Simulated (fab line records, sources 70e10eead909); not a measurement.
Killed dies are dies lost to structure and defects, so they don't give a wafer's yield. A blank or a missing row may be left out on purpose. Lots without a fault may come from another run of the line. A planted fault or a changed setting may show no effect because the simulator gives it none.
fab line records | flow nand_harc
record lots=6 wafers=18 last_day=32
route steps=1302 shown A_BLC@1130 A_M0@1137 END@1302
lots that met no fault: from a run of the same line without faults
start_h: hours from the record's first day to the start of the lot's first wafer shown | wait_h: hours since the lot's step before | " the same as in the row above | L1.1+2: a row that stands for several wafers | - no value, or no start given | * or withheld: withheld | < > ~ a bound
route shown NAME@n: a module of which the file shows steps, and the number in the route of the first | usual: mean/standard deviation of fault-free wafers | same: alike in all rows | chamber/n: place in a boat | sites: the reading at each site | _std_site: their standard deviation | _edge_site: outer sites' mean less inner sites' | radius_mm: how far each site lies from the wafer's centre | mask NAME#n: copy n | behind: the tool/chamber that last shaped the wafer | hold: why the lot was held/for how many hours/how that ended | device: the transistor (n, p or np) that didn't switch | end of line: the same wafers' tests at the end of the route | a step without rows: its recipe alone | killed: dies lost to structure and defects at the first sort, not the wafer's yield | map: a wafer's dies, x killed, . not, _ none there
set.NAME: the setting as run; set.NAME@STEP: as run at that earlier step | model.NAME: the simulator's own value behind a step, which no gauge read
lots at some steps of the route; a table a step, a row a wafer
services: from which hour (start_h, from the record's first day; less than 0 if before it) a tool's chamber was out of use, for how many hours, and why
## steps
# step NHARC_A_BLC_PVD_32
# recipe target_thk_a=50 chamber_pressure_pa=5 power_w=5000 substrate_temp_c=200 time_s=17.7 material=Ti
# usual throttle_valve_pct=30.0/0.8
# columns lot.wafer tool chamber start_h wait_h throttle_valve_pct
L884.1 pvd_sputter-01 - - - 30.0
L884.6 " - " " 30.9
L884.5 " - " " 30.0
L889.3 pvd_sputter-02 - - - 30.0
L889.5 " - " " 28.3
L889.6 " - " " 30.0
L894.4 pvd_sputter-03 - - - 29.9
L894.2 " - " " 29.8
L894.5 " - " " 28.4
L897.1 pvd_sputter-01 - - - 29.5
L897.6 " - " " 30.4
L897.5 " - " " 30.5
L903.1 pvd_sputter-01 - - - 30.1
L903.2 " - " " 30.5
L903.6 " - " " 30.7
L904.1 pvd_sputter-01 - - - 29.2
L904.6 " - " " 30.3
L904.5 " - " " 30.7
# step NHARC_A_BLC_ALD_23
# recipe target_thk_a=30 pulse_time_s=1 ald_cycles=150 temp_c=450 material=TiN
# usual heater_power_w=1126/100 precursor_pulse_height_rel=0.998/0.019
# columns lot.wafer tool chamber start_h wait_h heater_power_w precursor_pulse_height_rel
L884.1 ald_metal-04 1 530.12 - 1241 1.008
L884.5 " 0 " " 1262 1.001
L884.6 " 1 " " 1221 0.994
L889.3 ald_metal-02 3 572.08 - 1024 1.007
L889.5 " 3 " " 1027 0.996
L889.6 " 0 " " 1159 1.021
L894.4 ald_metal-01 1 612.89 - 1113 1.005
L894.2 " 3 " " 994 0.979
L894.5 " 0 " " 1246 0.984
L897.1 ald_metal-04 0 643.22 - 1256 0.968
L897.5 " 3 " " 928 1.009
L897.6 " 0 " " 1281 0.992
L903.2 ald_metal-04 3 712.83 - 950 1.008
L903.1 " 1 " " 1220 0.980
L903.6 " 0 " " 1229 0.990
L904.1 ald_metal-01 2 719.91 - 1113 1.007
L904.6 " 2 " " 1090 1.038
L904.5 " 3 " " 1014 0.999
# step NHARC_A_BLC_CVD_24
# recipe target_thk_a=1500 temp_c=300 pressure_torr=40 wf6_flow_sccm=40 h2_flow_sccm=1600 ar_flow_sccm=1560 time_s=434 material=W
# usual heater_power_w=470/33 throttle_valve_pct=7.8/0.33
# columns lot.wafer tool chamber start_h wait_h heater_power_w throttle_valve_pct
L884.1 cvd_w-02 1 - - 431 7.3
L884.6 " 0 " " 484 8.2
L884.5 " 1 " " 440 7.3
L889.3 cvd_w-02 0 - - 489 8.0
L889.6 " 1 " " 434 7.2
L889.5 " 0 " " 503 8.3
L894.2 cvd_w-02 0 - - 486 8.0
L894.4 " 1 " " 434 7.5
L894.5 " 0 " " 476 8.0
L897.1 cvd_w-02 0 - - 500 8.2
L897.5 " 0 " " 499 8.0
L897.6 " 1 " " 439 7.6
L903.2 cvd_w-01 0 - - 530 8.4
L903.1 " 1 " " 442 7.7
L903.6 " 0 " " 512 8.2
L904.1 cvd_w-01 1 - - 438 7.7
L904.6 " 0 " " 522 8.1
L904.5 " 1 " " 434 7.8
# step NHARC_A_BLC_CMP_25
# recipe t_overpolish_s=30 target_thk_nm=150
# usual motor_current_A=12.3/1.4 overpolish_run_s=30.000/0.0091 time_to_endpoint_s=29.3/2.6
# columns lot.wafer tool chamber start_h wait_h motor_current_A overpolish_run_s time_to_endpoint_s
L884.1 cmp-01 1 530.90 0.5 14.7 29.988 30.0
L884.5 " 2 " " 10.3 30.004 34.4
L884.6 " 3 " " 11.5 30.005 30.5
L889.3 cmp-03 2 572.89 0.3 11.4 30.003 30.6
L889.6 " 3 " " 14.3 29.987 29.3
L889.5 " 0 " " 11.0 29.999 33.5
L894.2 cmp-01 1 613.61 0.5 14.8 30.008 28.6
L894.4 " 2 " " 10.7 29.990 33.3
L894.5 " 2 " " 10.9 30.007 30.2
L897.1 cmp-02 1 643.94 0.5 13.3 30.014 29.3
L897.5 " 1 " " 14.0 30.007 31.4
L897.6 " 2 " " 11.1 29.996 26.6
L903.2 cmp-02 2 713.59 0.5 11.5 29.997 27.1
L903.1 " 0 " " 11.5 29.988 29.5
L903.6 " 1 " " 14.3 30.015 34.4
L904.1 cmp-01 3 720.70 0.4 11.9 30.009 34.9
L904.6 " 1 " " 14.5 29.986 29.5
L904.5 " 2 " " 10.9 29.998 31.9
# step NHARC_A_BLC_SRD_27
# step NHARC_A_BLC_INSPECT_28
# usual raw_defect_count=538/120
# columns lot.wafer tool chamber start_h wait_h raw_defect_count
L884.1 defect_inspect-02 - 531.23 0.1 505
L884.5 " - " " 331
L884.6 " - " " 412
L889.3 defect_inspect-01 - 573.22 0.1 588
L889.5 " - " " 714
L889.6 " - " " 451
L894.2 defect_inspect-02 - 614.03 0.1 462
L894.4 " - " " 555
L894.5 " - " " 572
L897.1 defect_inspect-01 - 644.34 0.1 455
L897.5 " - " " 420
L897.6 " - " " 396
L903.1 defect_inspect-01 - 713.97 0.1 575
L903.2 " - " " 790
L903.6 " - " " 632
L904.1 defect_inspect-01 - 721.05 0.1 498
L904.5 " - " " 687
L904.6 " - " " 522
# step NHARC_A_M0_DEP_00
# recipe target_thk_a=1500 target_thk_nm=150 temp_c=withheld pressure_torr=5 flow_sccm=200 rf_w=600 material=SiOC
# step NHARC_A_M0_DEHYDRATE_01
# recipe temp_c=150 time_s=120
# step NHARC_A_M0_HMDS_02
# recipe time_s=30
# step NHARC_A_M0_COAT_33
# recipe temp_c=200 time_s=65
# step NHARC_A_M0_COAT_03
# recipe spin_rpm=1500 resist_thk_nm=90
# step NHARC_A_M0_SOFTBAKE_04
# recipe temp_c=105 time_s=55
# usual heater_power_total_W=188.45/0.16
# columns lot.wafer tool chamber start_h wait_h heater_power_total_W
L884.1 litho_track-01 0 531 - 188.45
L884.5 " 0 " " 188.33
L884.6 " 0 " " 188.36
L889.3 litho_track-04 0 573 - 188.65
L889.5 " 0 " " 188.50
L889.6 " 0 " " 188.47
L894.2 litho_track-04 0 614 - 186.98
L894.4 " 0 " " 186.68
L894.5 " 0 " " 187.03
L897.1 litho_track-04 0 644 - 186.98
L897.5 " 0 " " 186.63
L897.6 " 0 " " 186.70
L903.1 litho_track-01 0 714 - 188.51
L903.2 " 0 " " 188.36
L903.6 " 0 " " 188.32
L904.1 litho_track-06 0 721 - 188.35
L904.5 " 0 " " 188.29
L904.6 " 0 " " 188.52
# step NHARC_A_M0_EBR_05
# step NHARC_END_SORT_01
# recipe temp_c=25
# usual defect_limited_yield=91.4/2.7 killed_at_array=53/18 killed_at_other=1.0/1.2 killed_at_periphery=3.6/2.4 killed_dies=58/18 killed_open=3.4/1.8 killed_short=2.3/1.5 sort_bin_2_pct=3.1/1.2 sort_bin_3_pct=0.7/0.39 sort_bin_4_pct=4.8/1.6 sort_n_pass=619/18 sort_rim_yield_pct=88/4.1 sort_yield_pct=91.4/2.7
# same gross_dies=677 sort_bin_5_pct[%]=0 sort_bin_6_pct[%]=0 sort_bin_7_pct[%]=0 sort_bin_8_pct[%]=0 sort_rim_n_gross=106.00
# columns lot.wafer tool chamber start_h wait_h defect_limited_yield[%] killed_at_array killed_at_other killed_at_periphery killed_dies killed_open killed_short sort_bin_2_pct[%] sort_bin_3_pct[%] sort_bin_4_pct[%] sort_n_pass sort_rim_yield_pct[%] sort_yield_pct[%]
L884.1 prober-02 0 571.55 2.5 96.3 19 1 5 25 3 3 0.9 0.6 2.2 652 94 96.3
L884.5 prober-02 0 574.81 3.8 97.0 13 1 6 20 2 1 0.4 0.1 2.4 657 93 97.0
L884.6 prober-02 0 575.63 4.1 96.3 18 2 5 25 5 0 0.7 0.1 2.8 652 92 96.3
L889.3 prober-02 0 621.00 3.1 92.9 44 1 3 48 4 4 2.2 0.3 4.6 629 91 92.9
L889.5 prober-02 0 622.60 3.7 92.6 45 1 4 50 7 3 3.4 0.1 3.8 627 92 92.6
L889.6 prober-02 0 623.39 4.0 92.8 43 1 5 49 3 7 3.2 0.6 3.4 628 90 92.8
L894.2 prober-01 0 654.73 2.8 86.7 85 1 4 90 5 1 4.1 1.3 7.8 587 84 86.7
L894.4 prober-01 0 656.35 3.4 88.3 72 4 3 79 3 2 4.6 0.9 6.2 598 85 88.3
L894.5 prober-01 0 657.16 3.7 85.1 92 5 4 101 4 4 6.8 1.3 6.8 576 84 85.1
L897.5 prober-02 0 686.95 3.7 90.0 59 2 7 68 2 1 3.7 0.7 5.6 609 92 90.0
L903.1 prober-01 0 763.73 2.5 93.5 40 0 4 44 1 3 2.2 0.9 3.4 633 84 93.5
L903.2 prober-01 0 764.52 2.8 92.9 43 2 3 48 0 4 2.2 0.4 4.4 629 86 92.9
L903.6 prober-01 0 767.66 3.9 92.6 43 3 4 50 3 4 2.2 0.1 5.0 627 86 92.6
L904.1 prober-02 0 765.01 2.5 93.2 45 0 1 46 0 2 1.5 0.6 4.7 631 85 93.2
L904.5 prober-02 0 768.17 3.7 93.6 41 0 2 43 4 1 2.4 0.1 3.8 634 88 93.6
L904.6 prober-02 0 768.96 4.0 93.8 37 0 5 42 4 2 1.6 0.6 4.0 635 89 93.8
# killed by level:class
L884.1 A_CHANNEL_HOLE_D2:chamber_film_flake=6 P_GATE:chamber_film_flake=3 A_WL_FILL:geometric_particle:short=2 A_ZERO_WELL:chamber_film_flake=2 A_CHANNEL_FILL_D1:geometric_particle:open=1 A_ONON_D2:geometric_particle:open=1 A_CHANNEL_FILL_D2:geometric_particle:short=1 A_CHANNEL_FILL_D2:geometric_particle:open=1
L884.5 A_CHANNEL_HOLE_D2:chamber_film_flake=4 P_STI:chamber_film_flake=3 A_STAIRCASE:chamber_film_flake=3 P_GATE:chamber_film_flake=2 A_CHANNEL_HOLE_D1:chamber_film_flake=2 A_DECK1_JOINT:geometric_particle:short=1 A_DECK1_JOINT:geometric_particle:open=1 A_CHANNEL_FILL_D2:geometric_particle:open=1
L884.6 A_CHANNEL_HOLE_D2:chamber_film_flake=6 A_STAIRCASE:chamber_film_flake=4 P_M0:geometric_particle:open=2 A_CHANNEL_HOLE_D1:chamber_film_flake=2 THIN_TSV:chamber_film_flake=2 A_CHANNEL_FILL_D1:geometric_particle:open=1 A_ONON_D2:geometric_particle:open=1 A_CHANNEL_FILL_D2:geometric_particle:open=1
L889.3 A_CHANNEL_HOLE_D2:chamber_film_flake=27 A_CONTACT:chamber_film_flake=7 A_CHANNEL_HOLE_D1:chamber_film_flake=2 P_STI:geometric_particle:short=1 P_GATE:geometric_particle:open=1 P_CONTACT:geometric_particle:open=1 A_CHANNEL_HOLE_D1:geometric_particle:short=1 A_ONON_D2:geometric_particle:open=1
L889.5 A_CHANNEL_HOLE_D2:chamber_film_flake=30 A_CHANNEL_HOLE_D1:chamber_film_flake=4 A_CHANNEL_HOLE_D1:geometric_particle:open=3 A_WL_FILL:chamber_film_flake=2 A_CONTACT:chamber_film_flake=2 P_GATE:geometric_particle:open=1 P_CONTACT:geometric_particle:open=1 P_M0:geometric_particle:open=1
L889.6 A_CHANNEL_HOLE_D2:chamber_film_flake=25 A_CONTACT:chamber_film_flake=5 A_CHANNEL_HOLE_D1:chamber_film_flake=3 A_STAIRCASE:chamber_film_flake=3 P_CONTACT:geometric_particle:short=2 P_GATE:geometric_particle:open=1 P_M1:geometric_particle:short=1 A_CHANNEL_FILL_D1:geometric_particle:short=1
L894.2 A_CHANNEL_HOLE_D1:chamber_film_flake=34 A_SLIT:chamber_film_flake=16 A_CHANNEL_HOLE_D2:chamber_film_flake=13 A_STAIRCASE:chamber_film_flake=5 A_CONTACT:chamber_film_flake=5 A_CHANNEL_FILL_D1:chamber_film_flake=3 P_GATE:geometric_particle:open=2 P_GATE:chamber_film_flake=2
L894.4 A_CHANNEL_HOLE_D1:chamber_film_flake=28 A_SLIT:chamber_film_flake=19 A_STAIRCASE:chamber_film_flake=6 A_ZERO_WELL:chamber_film_flake=4 A_CHANNEL_FILL_D1:chamber_film_flake=4 A_CHANNEL_HOLE_D2:chamber_film_flake=4 THIN_TSV:chamber_film_flake=4 A_DECK1_JOINT:chamber_film_flake=2
L894.5 A_CHANNEL_HOLE_D1:chamber_film_flake=34 A_SLIT:chamber_film_flake=26 A_CHANNEL_HOLE_D2:chamber_film_flake=9 A_STAIRCASE:chamber_film_flake=5 THIN_TSV:chamber_film_flake=5 A_ZERO_WELL:chamber_film_flake=4 A_CONTACT:chamber_film_flake=3 A_CHANNEL_FILL_D1:geometric_particle:short=3
L897.5 A_CHANNEL_HOLE_D1:chamber_film_flake=35 A_CHANNEL_HOLE_D2:chamber_film_flake=11 A_CONTACT:chamber_film_flake=4 P_STI:chamber_film_flake=3 P_M0:chamber_film_flake=2 A_SLIT:chamber_film_flake=2 A_CHANNEL_FILL_D2:chamber_film_flake=2 A_WL_FILL:chamber_film_flake=2
L903.1 A_SLIT:chamber_film_flake=15 A_CHANNEL_HOLE_D2:chamber_film_flake=11 A_CHANNEL_HOLE_D1:chamber_film_flake=8 A_CONTACT:chamber_film_flake=3 P_GATE:geometric_particle:short=2 A_CHANNEL_FILL_D1:geometric_particle:short=1 A_BLC:geometric_particle:open=1 P_STI:chamber_film_flake=1
L903.2 A_SLIT:chamber_film_flake=13 A_CHANNEL_HOLE_D2:chamber_film_flake=10 A_CHANNEL_HOLE_D1:chamber_film_flake=8 A_STAIRCASE:chamber_film_flake=6 A_CONTACT:chamber_film_flake=3 A_M0:geometric_particle:short=2 THIN_TSV:chamber_film_flake=2 P_M0:geometric_particle:short=1
L904.1 A_CHANNEL_HOLE_D2:chamber_film_flake=19 A_CHANNEL_HOLE_D1:chamber_film_flake=10 A_SLIT:chamber_film_flake=5 A_CONTACT:chamber_film_flake=5 A_ZERO_WELL:chamber_film_flake=2 A_BLC:chamber_film_flake=2 A_CHANNEL_FILL_D2:geometric_particle:short=1 A_BLC:geometric_particle:short=1
L903.6 A_SLIT:chamber_film_flake=14 A_CHANNEL_HOLE_D2:chamber_film_flake=10 A_CHANNEL_HOLE_D1:chamber_film_flake=8 A_CONTACT:chamber_film_flake=6 STARTING-WAFER:geometric_particle:short=2 P_ZERO_WELL:chamber_film_flake=2 P_M0:geometric_particle:open=1 A_CHANNEL_FILL_D1:geometric_particle:short=1
L904.5 A_CHANNEL_HOLE_D2:chamber_film_flake=14 A_CHANNEL_HOLE_D1:chamber_film_flake=9 A_BLC:chamber_film_flake=5 A_CONTACT:chamber_film_flake=4 A_STAIRCASE:chamber_film_flake=2 A_SLIT:chamber_film_flake=2 P_M0:geometric_particle:open=1 A_ONON_D1:geometric_particle:open=1
L904.6 A_CHANNEL_HOLE_D2:chamber_film_flake=14 A_CONTACT:chamber_film_flake=8 A_CHANNEL_HOLE_D1:chamber_film_flake=5 A_SLIT:chamber_film_flake=5 P_GATE:chamber_film_flake=3 P_M0:geometric_particle:open=1 P_M0:geometric_particle:short=1 A_CHANNEL_FILL_D1:geometric_particle:short=1
## services
# columns tool chamber start_h hours kind
cvd_w-01 1 512.87 9.7 repair
ald_metal-01 - 526.00 10.0 pm
cmp-02 - 527.51 4.0 pm
cmp-01 - 536.68 0.6 repair
cvd_w-01 - 547.00 13.0 pm
litho_track-04 - 553.00 7.0 pm
cmp-02 - 559.50 0.4 repair
cmp-01 - 577.50 4.0 pm
pvd_sputter-01 - 582.04 10.0 pm
cmp-02 - 625.51 4.0 pm
ald_metal-01 0 625.67 4.5 repair
cmp-01 - 641.97 2.2 repair
ald_metal-04 - 652.00 10.0 pm
cvd_w-02 - 656.29 13.0 pm
cvd_w-01 - 660.19 0.8 repair
pvd_sputter-01 - 661.44 2.3 repair
cmp-01 - 675.50 4.0 pm
pvd_sputter-01 - 677.00 13.4 repair
cvd_w-01 - 679.27 2.3 repair
litho_track-01 - 680.00 7.0 pm
cmp-02 - 687.66 2.4 repair
cvd_w-01 - 696.52 0.5 repair
ald_metal-01 - 704.00 10.0 pm
cmp-01 - 709.17 4.5 repair
## key
first_sign step=NHARC_A_M0_SOFTBAKE_04 reading=heater_power_total_W direction=down sigmas=10 usual=* struck=*
effect none on later readings
met_at NHARC_A_M0_SOFTBAKE_04
struck_wafers L894.2,L894.4,L894.5,L897.1,L897.5,L897.6
onset_between 573 614
fault kind=process_parameter_drift tool=litho_track-04 chamber=- onset_h=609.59 steps=NHARC_A_M0_SOFTBAKE_04 channel=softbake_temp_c offset=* shape=step end_h=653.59 acts_in=* stated=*
